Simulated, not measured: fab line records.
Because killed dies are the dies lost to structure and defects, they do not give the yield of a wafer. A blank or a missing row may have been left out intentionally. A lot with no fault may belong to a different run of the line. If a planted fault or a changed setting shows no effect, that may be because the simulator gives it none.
fab line records	flow n5Finfet
record lots=11	wafers=30	lastDay=18
route steps=1938 shown BEOL_M6@1196 PASSIVATION@1936
lots untouched by any fault: they come from a run of this same line in which no faults occurred
startH: hours from the record's first day to the start of the lot's first wafer shown	waitH: time in hours since the lot's previous step	" unchanged from the row above	L1.1+2: several wafers, shown together as one row	- no value, or no start was given	* or withheld: withheld	< > ~ a bound
route shown NAME@n: names a module that has steps shown in the file, with the first one's number in the route	usual: average and standard deviation across the fault-free wafers	same: alike in all rows	chamber/n: place in a boat	sites: each site's reading	_std_site: standard deviation across them	_edge_site: inner sites' mean taken away from outer sites' mean	radiusMm: how far each site lies from the wafer's centre	mask NAME#n: copy n	behind: tool/chamber where the wafer was last shaped	hold: the reason the lot was held/the length of the hold in hours/how it ended	device: whichever transistor did not switch (one of n, p or np)	end of line: the same wafers' tests at the end of the route	step lacking rows: just its recipe	killed: dies that structure and defects cost at the first sort, which is not the same as the wafer's yield	map: the dies of a wafer, with x for killed, . for not killed, _ for no die there
set.NAME: the setting as run; set.NAME@STEP: as run at that earlier step	model.NAME: the simulator's own value behind a step, which no gauge read
one table for each step of the route and one row for each wafer, over a sample of lots
services: the hour from which a tool's chamber was out of use, counted from the record's first day as startH (under 0 if before that day), plus the number of hours and why
## steps
# step N5_BEOL_M6_THK_MEAS_01
# recipe reads=SiCOH_lowk_of_BEOL_M6_ILD_DEP_00
# usual M6_ILD_THK=155.5/1.9
lot.wafer	tool	chamber	startH	waitH	M6_ILD_THK[nm]
L735.1	filmMetro-02	-	177.07	0.8	156.0
L735.4	"	-	"	"	158.7
L735.5	"	-	"	"	157.1
L736.2	filmMetro-02	-	183.68	0.4	153.0
L736.4	"	-	"	"	155.8
L736.6	"	-	"	"	155.9
L739.2	filmMetro-01	-	206.91	0.7	151.8
L739.4	"	-	"	"	156.7
L739.6	"	-	"	"	155.3
L740.3	filmMetro-01	-	208.01	0.3	153.2
L740.4	"	-	"	"	153.0
L740.6	"	-	"	"	154.9
L742.2	filmMetro-01	-	223.72	0.4	153.3
L742.3	"	-	"	"	155.4
L742.4	"	-	"	"	156.3
L748.1	filmMetro-01	-	255.54	0.4	152.8
L748.3	"	-	"	"	156.1
L750.1	filmMetro-01	-	268.06	0.4	156.1
L750.5	"	-	"	"	156.2
L749.1	filmMetro-01	-	274.62	0.4	157.0
L749.2	"	-	"	"	155.0
L754.1	filmMetro-01	-	290.39	0.4	153.0
L754.3	"	-	"	"	155.1
L754.4	"	-	"	"	156.4
L756.3	filmMetro-01	-	301.16	0.3	154.1
L756.4	"	-	"	"	156.8
L756.6	"	-	"	"	157.8
L758.1	filmMetro-02	-	333.52	0.4	154.8
L758.3	"	-	"	"	154.0
L758.5	"	-	"	"	156.3
# step N5_BEOL_M6_ETCH_61
# recipe chemistry=CF4	target=SiARC	targetDepthA=455	maskMaterial=CAR-ArF	timeS=75.8	ionEnergyEv=80	pressureMtorr=40	sourceW=545	biasW=36	Ar_flow_sccm=100	cf4FlowSccm=100	ends=cleared
# usual drypumpMotorCurrentA=5.6/0.42	etchRfOnTimeS=75.1/1.1	oesProductAu=0.69/0.063	rfVppV=183.9/1.1	showerheadPlenumPTorr=2.13/0.072	throttleValvePct=15.58/0.24
lot.wafer	tool	chamber	startH	waitH	drypumpMotorCurrentA	etchRfOnTimeS	oesProductAu	rfHoursCounterH	rfVppV	showerheadPlenumPTorr	throttleValvePct
L735.1	rieDiel-01	0	179.59	0.0	6.2	76.8	0.59	225	184.3	2.12	16.04
L735.4	"	1	"	"	5.6	76.2	0.59	224	183.5	2.12	15.81
L735.5	"	0	"	"	6.2	76.6	0.60	-	184.9	2.12	16.02
L736.2	rieDiel-05	2	184.83	0.0	5.6	72.7	0.74	71	181.8	2.08	15.78
L736.4	"	3	"	"	5.0	73.8	0.76	29	186.8	2.27	15.45
L736.6	"	1	"	"	6.1	73.4	0.79	-	185.2	2.18	15.27
L739.2	rieDiel-01	2	207.71	0.0	5.3	74.8	0.66	125	182.8	2.07	15.43
L739.4	"	3	"	"	5.4	76.0	0.69	107	182.5	2.07	15.24
L739.6	"	3	"	"	5.3	76.5	0.68	-	183.6	2.07	15.23
L740.3	rieDiel-06	3	209.79	0.0	5.7	75.0	0.59	247	183.6	2.20	16.09
L740.4	"	1	"	"	6.2	75.2	0.73	51	185.9	2.26	15.64
L740.6	"	2	"	"	5.8	76.3	0.60	-	183.6	2.12	15.89
L742.2	rieDiel-05	1	225.90	0.0	6.1	74.2	0.76	34	185.3	2.18	15.31
L742.3	"	0	"	"	5.5	75.6	0.72	54	184.0	2.10	15.39
L742.4	"	3	"	"	5.0	74.5	0.73	44	185.7	2.26	15.45
L748.1	rieDiel-05	3	256.85	0.0	5.0	44.5	0.99	54	184.1	2.26	15.47
L748.3	"	1	"	"	6.1	44.0	1.04	45	183.4	2.17	15.33
L750.1	rieDiel-05	2	269.70	0.0	5.7	43.4	0.99	101	183.2	2.07	15.85
L750.5	"	0	"	"	5.5	75.3	0.70	-	184.7	2.09	15.39
L749.1	rieDiel-05	3	275.72	0.0	5.0	44.4	0.99	61	185.1	2.26	15.50
L749.2	"	2	"	"	5.6	73.6	0.71	103	181.7	2.07	15.85
L754.1	rieDiel-01	2	291.34	0.0	5.2	74.9	0.64	160	183.1	2.06	15.52
L754.3	"	0	"	"	6.2	74.1	0.80	13	184.1	2.11	15.60
L754.4	"	1	"	"	5.7	74.9	0.85	1	183.0	2.11	15.37
L756.3	rieDiel-06	3	303.31	0.0	5.7	75.1	0.77	25	185.1	2.19	15.64
L756.4	"	0	"	"	4.8	74.1	0.70	-	184.7	2.24	15.78
L756.6	"	1	"	"	6.2	74.7	0.69	-	185.0	2.25	15.71
L758.1	rieDiel-01	0	335.48	0.0	6.2	74.4	0.77	27	183.3	2.10	15.66
L758.3	"	3	"	"	5.3	76.8	0.63	160	184.0	2.05	15.35
L758.5	"	2	"	"	5.3	75.4	0.63	-	182.1	2.05	15.55
# step N5_BEOL_M6_STRIP_67
# recipe chemistry=CF4	resist=SiARC	powerW=300	biasPowerW=75	pressureMtorr=50	cf4FlowSccm=150	rfFrequencyHz=6e+07
# usual drypumpMotorCurrentA=5.6/0.43	oesProductAu=0.80/0.068	rfVppV=270.9/1.6	showerheadPlenumPTorr=1.79/0.058	throttleValvePct=13.55/0.24
lot.wafer	tool	chamber	startH	waitH	drypumpMotorCurrentA	oesProductAu	rfHoursCounterH	rfVppV	showerheadPlenumPTorr	throttleValvePct
L735.1	rieDiel-01	0	179.80	0.0	6.2	0.70	225	270.7	1.77	14.00
L735.4	"	1	"	"	5.6	0.69	225	271.1	1.78	13.79
L735.5	"	0	"	"	6.2	0.70	-	269.6	1.77	14.00
L736.2	rieDiel-05	2	185.03	0.0	5.6	0.85	71	268.6	1.74	13.73
L736.4	"	3	"	"	5.0	0.88	29	273.8	1.89	13.37
L736.6	"	1	"	"	6.1	0.91	-	271.7	1.83	13.24
L739.2	rieDiel-01	2	207.91	0.0	5.3	0.77	125	269.8	1.74	13.45
L739.4	"	3	"	"	5.3	0.80	107	268.2	1.73	13.22
L739.6	"	3	"	"	5.3	0.80	-	270.8	1.73	13.22
L740.3	rieDiel-06	3	209.99	0.0	5.7	0.68	247	273.2	1.84	14.11
L740.4	"	1	"	"	6.2	0.85	51	272.5	1.89	13.55
L740.6	"	2	"	"	5.8	0.71	-	272.4	1.78	13.90
L742.2	rieDiel-05	1	226.10	0.0	6.1	0.88	34	273.1	1.83	13.27
L742.3	"	0	"	"	5.5	0.85	54	270.2	1.76	13.35
L742.4	"	3	"	"	4.9	0.86	44	273.8	1.89	13.38
L748.1	rieDiel-05	3	257.06	0.0	5.0	0.84	55	273.5	1.89	13.45
L748.3	"	1	"	"	6.1	0.87	45	269.5	1.83	13.29
L750.1	rieDiel-05	2	269.90	0.0	5.6	0.82	101	270.8	1.74	13.78
L750.5	"	0	"	"	5.5	0.83	-	270.1	1.76	13.39
L749.1	rieDiel-05	3	275.92	0.0	5.0	0.83	61	273.7	1.88	13.44
L749.2	"	2	"	"	5.6	0.81	103	269.2	1.74	13.78
L754.1	rieDiel-01	2	291.54	0.0	5.3	0.74	160	269.5	1.73	13.54
L754.3	"	0	"	"	6.2	0.92	13	270.3	1.76	13.53
L754.4	"	1	"	"	5.6	0.99	1	269.6	1.77	13.28
L756.3	rieDiel-06	3	303.51	0.0	5.6	0.89	25	274.1	1.84	13.59
L756.4	"	0	"	"	4.8	0.81	-	272.9	1.87	13.73
L756.6	"	1	"	"	6.3	0.80	-	273.2	1.88	13.62
L758.1	rieDiel-01	0	335.68	0.0	6.2	0.89	28	272.0	1.76	13.56
L758.3	"	3	"	"	5.3	0.75	160	269.2	1.71	13.36
L758.5	"	2	"	"	5.3	0.73	-	270.9	1.73	13.56
# step N5_BEOL_M6_STRIP_19
# recipe chemistry=O2	powerW=400	tempC=40	pressureMtorr=30	rfFrequencyHz=6e+07	biasPowerW=0	overashFraction=0.2	o2FlowSccm=225
# usual drypumpMotorCurrentA=5.6/0.46	oesProductAu=0.81/0.079	rfVppV=3.6/0.55	showerheadPlenumPTorr=2.11/0.081	throttleValvePct=16.70/0.21
lot.wafer	tool	chamber	startH	waitH	drypumpMotorCurrentA	oesProductAu	rfHoursCounterH	rfVppV	showerheadPlenumPTorr	throttleValvePct
L735.1	rieDiel-01	1	180.05	0.2	5.7	0.69	225	2.9	2.07	16.82
L735.4	"	0	"	"	6.2	0.68	225	2.9	2.07	17.09
L735.5	"	2	"	"	5.3	0.76	-	3.5	2.03	16.51
L736.2	rieDiel-05	1	185.18	0.1	6.1	0.91	21	2.3	2.14	16.37
L736.4	"	0	"	"	5.5	0.86	40	3.3	2.04	16.35
L736.6	"	3	"	"	5.0	0.88	-	4.2	2.23	16.49
L739.2	rieDiel-01	0	208.06	0.1	6.2	0.68	236	4.5	2.07	17.09
L739.4	"	2	"	"	5.3	0.76	125	3.2	2.03	16.55
L739.6	"	3	"	"	5.4	0.78	-	3.2	2.03	16.34
L740.3	rieDiel-06	3	210.14	0.1	5.7	0.68	247	3.6	2.16	17.19
L740.4	"	2	"	"	5.8	0.70	221	3.9	2.08	16.92
L740.6	"	1	"	"	6.2	0.86	-	3.2	2.23	16.73
L742.2	rieDiel-06	1	226.27	0.1	6.3	0.85	57	3.0	2.23	16.74
L742.3	"	2	"	"	5.8	0.69	228	2.6	2.07	16.95
L742.4	"	2	"	"	5.8	0.70	-	3.7	2.07	16.95
L748.1	rieDiel-06	3	257.25	0.1	5.7	0.93	7	4.1	2.15	16.71
L748.3	"	1	"	"	6.3	0.83	-	3.6	2.22	16.77
L750.1	rieDiel-05	0	270.06	0.1	5.5	0.82	69	4.8	2.03	16.43
L750.5	"	2	"	"	5.6	0.81	-	3.2	2.02	16.86
L749.1	rieDiel-06	1	276.07	0.1	6.2	0.82	78	3.4	2.22	16.78
L749.2	"	2	"	"	5.8	0.68	242	2.5	2.07	16.96
L754.1	rieDiel-05	2	291.74	0.1	5.7	0.82	109	3.2	2.01	16.86
L754.3	"	0	"	"	5.5	0.83	76	3.8	2.03	16.41
L754.4	"	3	"	"	5.0	0.84	66	3.8	2.21	16.57
L756.3	rieDiel-06	0	303.67	0.1	4.8	0.80	102	3.2	2.20	16.86
L756.4	"	0	"	"	4.8	0.80	-	3.8	2.20	16.87
L756.6	"	1	"	"	6.2	0.80	-	3.9	2.22	16.81
L758.1	rieDiel-01	2	335.93	0.2	5.3	0.72	176	4.1	2.01	16.65
L758.3	"	0	"	"	6.2	0.90	28	4.1	2.05	16.72
L758.5	"	3	"	"	5.3	0.74	-	3.6	2.01	16.43
# step N5_PASSIVATION_PROBE_49
# usual defectLimitedYield=91.5/1.3	killed_at_M0_to_M3=33/11	killed_at_M4_up=14/5.3	killedAtContacts=11/6.3	killedAtFrontEnd=38/10	killedAtOther=3.7/2.8	killedDies=101/16	killedOnRim=13/3.4	killedOpen=67/12	killedShort=32/7.4	sort_bin_5_function=5.0/0.86	sort_bin_6_memory=3.2/0.69	sortNPass=1079/16	sortYieldPct=91.5/1.3
# same grossDies=1180	killedAtBackSide=0	sort_bin_4_leakage[%]=0	sort_bin_8_speed[%]=0
lot.wafer	tool	chamber	startH	waitH	defectLimitedYield[%]	killed_at_M0_to_M3	killed_at_M4_up	killedAtContacts	killedAtFrontEnd	killedAtOther	killedDies	killedOnRim	killedOpen	killedShort	sort_bin_5_function[%]	sort_bin_6_memory[%]	sortNPass	sortYieldPct[%]
L735.1	prober-01	-	273.72	0.0	92.4	42	4	12	29	3	90	11	60	30	4.9	2.5	1090	92.4
L735.4	prober-01	-	273.87	0.2	90.0	56	8	14	34	6	118	19	78	40	5.8	3.8	1062	90.0
L735.5	prober-01	-	273.92	0.2	90.8	47	11	12	35	4	109	14	78	31	6.4	2.5	1071	90.8
L740.3	prober-01	-	304.34	0.1	90.6	43	15	12	38	3	111	13	77	33	5.2	4.2	1069	90.6
L740.4	prober-01	-	304.39	0.2	89.7	28	20	26	41	6	121	13	90	30	5.9	3.9	1059	89.7
L740.6	prober-01	-	304.49	0.3	90.3	47	10	18	36	3	114	16	75	38	5.6	3.5	1066	90.3
L742.2	prober-02	-	306.20	0.1	89.7	37	22	9	49	4	121	18	89	32	5.7	4.4	1059	89.7
L742.3	prober-02	-	306.25	0.1	93.1	26	23	4	27	1	81	9	52	28	4.0	2.6	1099	93.1
L742.4	prober-02	-	306.30	0.2	89.3	46	12	10	56	2	126	11	81	45	6.4	4.0	1054	89.3
L750.1	prober-01	-	356.41	0.0	92.0	23	28	14	26	3	94	13	66	27	5.1	2.5	1086	92.0
L750.5	prober-01	-	356.61	0.2	93.3	28	10	6	31	4	79	9	60	18	4.1	2.5	1101	93.3
L749.2	prober-01	-	365.00	0.1	92.1	31	15	10	32	5	93	15	67	24	5.1	2.7	1087	92.1
L756.3	prober-02	-	390.14	0.1	90.4	58	19	14	20	2	113	16	77	32	5.6	3.6	1067	90.4
L756.4	prober-02	-	390.19	0.2	91.1	41	13	10	39	2	105	15	72	31	5.3	3.4	1075	91.1
L756.6	prober-02	-	390.29	0.3	89.0	57	20	17	30	6	130	16	91	37	7.7	3.2	1050	89.0
# killed by level:class
L735.1 FIN_SAQP:geometricParticle:open=11 MOL_CONTACT_COAG:geometricParticle:open=11 BEOL_M0_SAQP:geometricParticle:short=11 STI_FIN_REVEAL:geometricParticle:open=6 DUMMY_GATE:geometricParticle:open=5 BEOL_M0_SAQP:geometricParticle:open=5 BEOL_M3:geometricParticle:short=5 BEOL_M1:geometricParticle:open=4
L735.4 BEOL_M2:geometricParticle:open=15 FIN_SAQP:geometricParticle:short=11 MOL_CONTACT_COAG:geometricParticle:open=10 BEOL_M3:geometricParticle:open=9 BEOL_M1:geometricParticle:open=8 BEOL_M0_SAQP:geometricParticle:open=7 FIN_SAQP:geometricParticle:open=5 BEOL_M2:geometricParticle:short=5
L735.5 BEOL_M2:geometricParticle:open=12 MOL_CONTACT_COAG:geometricParticle:open=11 BEOL_M0_SAQP:geometricParticle:open=11 FIN_SAQP:geometricParticle:short=7 BEOL_M5:geometricParticle:open=7 BEOL_M1:geometricParticle:open=7 FIN_SAQP:geometricParticle:open=6 DUMMY_GATE:geometricParticle:open=6
L740.3 BEOL_M1:geometricParticle:open=11 FIN_SAQP:geometricParticle:open=9 MOL_CONTACT_COAG:geometricParticle:open=9 BEOL_M4:geometricParticle:open=8 BEOL_M0_SAQP:geometricParticle:short=8 DUMMY_GATE:geometricParticle:open=7 BEOL_M0_SAQP:geometricParticle:open=7 BEOL_M2:geometricParticle:open=6
L740.4 MOL_CONTACT_COAG:geometricParticle:open=20 BEOL_M4:geometricParticle:open=10 STI_FIN_REVEAL:geometricParticle:open=9 BEOL_M2:geometricParticle:open=8 MOL_CONTACT_COAG:geometricParticle:short=6 FIN_SAQP:geometricParticle:open=5 DUMMY_GATE:geometricParticle:open=5 ILD0:geometricParticle:open=5
L740.6 MOL_CONTACT_COAG:geometricParticle:open=13 BEOL_M2:geometricParticle:open=13 BEOL_M0_SAQP:geometricParticle:short=10 BEOL_M3:geometricParticle:open=7 FIN_SAQP:geometricParticle:open=6 BEOL_M0_SAQP:geometricParticle:open=6 BEOL_M1:geometricParticle:open=6 FIN_SAQP:geometricParticle:short=5
L742.2 FIN_SAQP:geometricParticle:open=15 BEOL_M4:geometricParticle:open=13 BEOL_M2:geometricParticle:open=11 BEOL_M0_SAQP:geometricParticle:open=10 FIN_SAQP:geometricParticle:short=7 STI_FIN_REVEAL:geometricParticle:open=7 MOL_CONTACT_COAG:geometricParticle:open=7 BEOL_M1:geometricParticle:open=5
L742.3 BEOL_M4:geometricParticle:open=10 FIN_SAQP:geometricParticle:open=7 FIN_SAQP:geometricParticle:short=7 BEOL_M1:geometricParticle:open=6 BEOL_M3:geometricParticle:open=5 BEOL_M3:geometricParticle:short=5 BEOL_M5:geometricParticle:open=4 DUMMY_GATE:geometricParticle:open=3
L742.4 FIN_SAQP:geometricParticle:open=28 BEOL_M3:geometricParticle:short=12 MOL_CONTACT_COAG:geometricParticle:open=10 BEOL_M1:geometricParticle:short=10 FIN_SAQP:geometricParticle:short=9 BEOL_M4:geometricParticle:open=6 BEOL_M0_SAQP:geometricParticle:short=5 DUMMY_GATE:geometricParticle:open=5
L750.1 BEOL_M4:geometricParticle:open=12 MOL_CONTACT_COAG:geometricParticle:open=11 FIN_SAQP:geometricParticle:short=6 BEOL_M4:geometricParticle:short=6 FIN_SAQP:geometricParticle:open=5 BEOL_M0_SAQP:geometricParticle:open=5 BEOL_M0_SAQP:geometricParticle:short=5 BEOL_M5:geometricParticle:open=5
L750.5 STI_FIN_REVEAL:geometricParticle:open=9 BEOL_M2:geometricParticle:open=9 BEOL_M3:geometricParticle:open=7 MOL_CONTACT_COAG:geometricParticle:open=6 FIN_SAQP:geometricParticle:open=5 BEOL_M0_SAQP:geometricParticle:short=4 BEOL_M0_SAQP:geometricParticle:open=4 FIN_SAQP:geometricParticle:short=3
L749.2 MOL_CONTACT_COAG:geometricParticle:open=9 BEOL_M0_SAQP:geometricParticle:open=8 BEOL_M4:geometricParticle:open=8 FIN_SAQP:geometricParticle:open=6 GATE_CUT:geometricParticle:short=6 BEOL_M0_SAQP:geometricParticle:short=6 DUMMY_GATE:geometricParticle:open=5 BEOL_M1:geometricParticle:open=5
L756.3 BEOL_M0_SAQP:geometricParticle:open=19 BEOL_M0_SAQP:geometricParticle:short=16 MOL_CONTACT_COAG:geometricParticle:open=12 BEOL_M4:geometricParticle:open=9 BEOL_M2:geometricParticle:open=8 BEOL_M1:geometricParticle:open=6 FIN_SAQP:geometricParticle:open=4 FIN_SAQP:geometricParticle:short=3
L756.4 BEOL_M1:geometricParticle:open=11 BEOL_M0_SAQP:geometricParticle:open=9 MOL_CONTACT_COAG:geometricParticle:open=8 FIN_SAQP:geometricParticle:short=7 BEOL_M3:geometricParticle:open=7 BEOL_M0_SAQP:geometricParticle:short=6 BEOL_M4:geometricParticle:open=6 STI_FIN_REVEAL:geometricParticle:open=5
L756.6 BEOL_M3:geometricParticle:open=13 BEOL_M0_SAQP:geometricParticle:open=13 MOL_CONTACT_COAG:geometricParticle:open=12 BEOL_M0_SAQP:geometricParticle:short=12 BEOL_M4:geometricParticle:open=12 FIN_SAQP:geometricParticle:short=8 BEOL_M1:geometricParticle:open=7 BEOL_M2:geometricParticle:open=7
## services
tool	chamber	startH	hours	kind
rieDiel-06	-	186.01	2.8	pm
rieDiel-06	2	193.07	5.0	repair
rieDiel-06	3	217.63	-	clean
rieDiel-06	3	217.63	-	consumableReplace:focusRing
rieDiel-01	0	246.77	-	clean
rieDiel-01	0	246.77	-	consumableReplace:focusRing
rieDiel-01	0	246.77	17.1	scheduledDown
rieDiel-01	0	246.77	17.1	ventCycle
rieDiel-06	0	248.46	12.2	repair
rieDiel-06	2	253.30	11.7	repair
rieDiel-01	1	263.83	-	clean
rieDiel-01	1	263.83	-	consumableReplace:focusRing
rieDiel-01	1	263.83	23.1	scheduledDown
rieDiel-01	1	263.83	23.1	ventCycle
rieDiel-06	2	297.24	-	clean
rieDiel-06	2	297.24	-	consumableReplace:focusRing
rieDiel-06	2	297.24	22.7	scheduledDown
rieDiel-06	2	297.24	22.7	ventCycle
rieDiel-06	0	323.11	6.4	repair
rieDiel-05	-	328.94	1.0	repair
rieDiel-06	1	331.98	7.0	repair
## key
firstSign step=N5_BEOL_M6_ETCH_61	reading=etchRfOnTimeS	direction=down	sigmas=27	usual=*	struck=*
effect step=N5_BEOL_M6_ETCH_61	reading=oesProductAu	direction=up	sigmas=5	usual=0.69	struck=1.00
metAt N5_BEOL_M6_ETCH_61
struckLots L748,L749,L750
struckWafers L748.1,L748.3,L749.1,L750.1
notActingAt N5_BEOL_M6_THK_MEAS_01,N5_BEOL_M6_STRIP_67,N5_BEOL_M6_STRIP_19
onsetBetween 225.90 256.85
fault kind=processParameterDrift	tool=rieDiel-05	chamber=-	onsetH=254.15	steps=N5_BEOL_M6_ETCH_61	channel=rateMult	offset=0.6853	shape=step	endH=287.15	scope=struckWafersOnly
